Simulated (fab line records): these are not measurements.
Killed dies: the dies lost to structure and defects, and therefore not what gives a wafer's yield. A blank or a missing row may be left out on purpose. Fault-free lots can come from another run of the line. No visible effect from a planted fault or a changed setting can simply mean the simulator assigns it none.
Which tool was responsible? ; flow n5-finfet ; 12 lots, 36 wafers sampled, at 6 steps of a route of 1938

== WHAT THE GAUGES READ, wafer by wafer ==
N5_BEOL_M6_INSPECT_13: inspects for defects (brightfield).
lot;measured;on;raw-defect-count
L074;day 8 14:35;defect-inspect-01;504 481 512
L077;day 9 07:40;defect-inspect-01;651 543 447
L078;day 9 20:14;defect-inspect-01;303 272 379
L081;day 10 01:37;defect-inspect-01;579 564 371
L083;day 10 13:20;defect-inspect-01;280 379 414
L087;day 11 21:08;defect-inspect-02;285 252 386
L086;day 12 00:59;defect-inspect-02;404 422 376
L089;day 12 22:12;defect-inspect-01;301 422 316
L090;day 13 00:37;defect-inspect-02;569 487 420
L093;day 13 02:27;defect-inspect-01;686 618 734
L095;day 13 23:00;defect-inspect-01;475 541 509
L097;day 14 14:16;defect-inspect-02;401 324 314

== TOOL THAT RAN EACH LOT (tool first, then ch and the chambers of the sampled wafers, then the start) ==
lot;N5_BEOL_M5_SURFACE_TREAT_87;N5_BEOL_M5_ANNEAL_84;N5_BEOL_M5_ANNEAL_51;N5_BEOL_M5_CMP_52;N5_BEOL_M6_HM_DEP_02
L074;pvd-sputter-01, day 8 05:41;pvd-sputter-02, day 8 08:20;rtp-anneal-02 ch 0, day 8 10:47;cmp-01 ch 0,1,2, day 8 11:07;pvd-sputter-01, day 8 14:02
L077;pvd-sputter-01, day 8 21:14;pvd-sputter-03, day 9 01:40;rtp-anneal-02 ch 0, day 9 04:37;cmp-03 ch 0,1,2, day 9 04:52;pvd-sputter-01, day 9 07:14
L078;pvd-sputter-03, day 9 12:00;pvd-sputter-02, day 9 14:33;rtp-anneal-01 ch 0, day 9 17:00;cmp-02 ch 0,1,3, day 9 17:20;pvd-sputter-03, day 9 19:41
L081;pvd-sputter-01, day 9 18:46;pvd-sputter-01, day 9 21:16;rtp-anneal-01 ch 0, day 9 23:36;cmp-03 ch 1,2,3, day 9 23:58;pvd-sputter-03, day 10 01:11
L083;pvd-sputter-02, day 10 05:11;pvd-sputter-02, day 10 07:39;rtp-anneal-02 ch 0, day 10 10:29;cmp-01 ch 1,2,3, day 10 10:49;pvd-sputter-01, day 10 12:55
L087;pvd-sputter-01, day 11 09:32;pvd-sputter-03, day 11 12:32;rtp-anneal-01 ch 0, day 11 14:59;cmp-01 ch 1,2,3, day 11 15:19;pvd-sputter-01, day 11 20:43
L086;pvd-sputter-03, day 11 16:51;pvd-sputter-02, day 11 19:24;rtp-anneal-02 ch 0, day 11 21:47;cmp-03 ch 1,2,3, day 11 22:18;pvd-sputter-01, day 12 00:26
L089;pvd-sputter-02, day 12 11:24;pvd-sputter-01, day 12 13:55;rtp-anneal-02 ch 0, day 12 16:18;cmp-03 ch 0,2,3, day 12 16:33;pvd-sputter-01, day 12 21:46
L090;pvd-sputter-01, day 12 16:49;pvd-sputter-03, day 12 19:19;rtp-anneal-01 ch 0, day 12 21:45;cmp-03 ch 0,2, day 12 22:02;pvd-sputter-02, day 13 00:04
L093;pvd-sputter-01, day 12 17:18;pvd-sputter-02, day 12 21:10;rtp-anneal-01 ch 0, day 12 23:40;cmp-03 ch 0,1,2, day 12 23:58;pvd-sputter-02, day 13 01:54
L095;pvd-sputter-02, day 13 14:10;pvd-sputter-02, day 13 16:38;rtp-anneal-01 ch 0, day 13 19:04;cmp-02 ch 0,2,3, day 13 19:19;pvd-sputter-01, day 13 22:26
L097;pvd-sputter-02, day 14 05:26;pvd-sputter-02, day 14 08:04;rtp-anneal-01 ch 0, day 14 10:21;cmp-03 ch 2,3, day 14 10:39;pvd-sputter-01, day 14 13:43
- N5_BEOL_M5_SURFACE_TREAT_87
- N5_BEOL_M5_ANNEAL_84: time 1800 s.
- N5_BEOL_M5_ANNEAL_51: time 90 s.
- N5_BEOL_M5_CMP_52: polishes, stops on SiCOH lowk, t overpolish 6.9 s, target thk 62 nm.
- N5_BEOL_M6_HM_DEP_02: deposits TiN, target thk 20 nm.

== THE ANSWER, worked out from the rows above alone ==
Rule: usual is defined by the lots themselves. The widest of any qualifying gaps counts: lots, ordered by their means at a reading, are off when they make up no more than a third of the lots, leave a main group of 4 or more, and stand apart from it by 3 or more times the standard deviation of that group's means. A main group is skipped when, at the precision printed for the reading in the tables above, its means are all equal. Also off: a lot with no number at a reading for which 4 or more lots have one. All remaining lots with rows at the step are treated as sound.
No lot is off on any of the readings shown, so nothing can be concluded from this.

== WHAT THE SIMULATOR PUT IN ==
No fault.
